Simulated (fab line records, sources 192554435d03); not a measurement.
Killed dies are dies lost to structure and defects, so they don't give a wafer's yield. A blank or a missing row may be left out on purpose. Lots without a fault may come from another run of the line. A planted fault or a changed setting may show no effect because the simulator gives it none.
Which tool did it? | flow n5_finfet | 9 lots, 22 wafers sampled, at 4 steps of a route of 1938

WHAT THE GAUGES READ, wafer by wafer
N5_BEOL_M0_SAQP_THK_MEAS_05.
lot  | measured     | on            | thk_nm (nm)
L838 | day 6 10:01  | film_metro-01 | 60.0 60.5 60.3
L839 | day 6 10:03  | film_metro-02 | 59.2 59.2 59.4
L846 | day 7 13:56  | film_metro-01 | 59.2 59.8
L849 | day 8 10:43  | film_metro-01 | 59.8 59.3
L850 | day 8 15:26  | film_metro-01 | 58.7 60.9 60.1
L855 | day 9 17:44  | film_metro-01 | 58.5 77.1
L856 | day 10 03:40 | film_metro-02 | 58.8 76.5
L858 | day 10 17:27 | film_metro-01 | 59.8 77.8
L861 | day 11 10:24 | film_metro-02 | 59.4 60.0 62.0

WHICH TOOL RAN EACH LOT (tool, then ch and the chambers of the sampled wafers, then the start)
lot  | N5_MOL_CONTACT_COAG_ETCH_67        | N5_BEOL_M0_SAQP_PECVD_03      | N5_BEOL_M0_SAQP_PECVD_04
L838 | rie_diel-05 ch 1,2, day 5 06:30    | pecvd-04 ch 0,2, day 6 09:49  | pecvd-04 ch 0,2, day 6 09:55
L839 | rie_diel-01 ch 3, day 5 07:28      | pecvd-01 ch 0,2, day 6 09:50  | pecvd-01 ch 0,2, day 6 09:58
L846 | rie_diel-01 ch 1,2, day 7 05:29    | pecvd-01 ch 0, day 7 13:44    | pecvd-01 ch 0, day 7 13:50
L849 | rie_diel-05 ch 1, day 8 02:26      | pecvd-04 ch 0,2, day 8 10:30  | pecvd-04 ch 0,2, day 8 10:37
L850 | rie_diel-06 ch 1,2, day 8 06:50    | pecvd-04 ch 0,2, day 8 15:12  | pecvd-04 ch 0,2, day 8 15:19
L855 | rie_diel-01 ch 0, day 9 10:23      | pecvd-04 ch 0,1, day 9 17:31  | pecvd-04 ch 0,1, day 9 17:38
L856 | rie_diel-06 ch 1,2, day 9 19:16    | pecvd-04 ch 0,2, day 10 03:27 | pecvd-04 ch 0,2, day 10 03:34
L858 | rie_diel-05 ch 1,2, day 10 12:17   | pecvd-04 ch 0,1, day 10 17:14 | pecvd-04 ch 0,1, day 10 17:21
L861 | rie_diel-05 ch 0,1,3, day 11 03:49 | pecvd-03 ch 1,2, day 11 10:11 | pecvd-03 ch 1,2, day 11 10:19
- N5_MOL_CONTACT_COAG_ETCH_67: etches SOC in N2/H2, target depth 60 nm, overetch 21 nm, time 101.2 s.
- N5_BEOL_M0_SAQP_PECVD_03: deposits SiCN from 3MS/NH3, target thk 12 nm, time 21.1 s.
- N5_BEOL_M0_SAQP_PECVD_04: deposits a-Si from SiH4/He, target thk 60 nm, time 60.2 s.

THE ANSWER, worked out from the rows above alone
Rule: what is usual is taken from the lots themselves. Put in order of their means at a reading, lots are off if they are a third of the lots or fewer, leave a main group of 4 or more, and stand apart from it by a gap of 3 or more times the standard deviation of the main group's means; of several such gaps the widest counts. A main group whose means are all the same, to the digits that the tables above print for the reading, isn't used. A lot without any number at a reading at which 4 lots or more have one is off too. The other lots that the step has rows for count as sound.
Off: L855, L856, L858, at N5_BEOL_M0_SAQP_THK_MEAS_05 (thk_nm). The main group: mean 59.8 nm, standard deviation 0.43.
A tool fits if, at a process step before that reading, it ran every lot that is off, and no sound lot after the first of them. The gauges at N5_BEOL_M0_SAQP_THK_MEAS_05 are tried like those tools. One fits: pecvd-04 at N5_BEOL_M0_SAQP_PECVD_03 and N5_BEOL_M0_SAQP_PECVD_04. At N5_BEOL_M0_SAQP_PECVD_03 its last sound lot is L850 (day 8 15:12), its first lot that is off L855 (day 9 17:31): a fault that began between those two fits.

WHAT THE SIMULATOR HAD PUT IN
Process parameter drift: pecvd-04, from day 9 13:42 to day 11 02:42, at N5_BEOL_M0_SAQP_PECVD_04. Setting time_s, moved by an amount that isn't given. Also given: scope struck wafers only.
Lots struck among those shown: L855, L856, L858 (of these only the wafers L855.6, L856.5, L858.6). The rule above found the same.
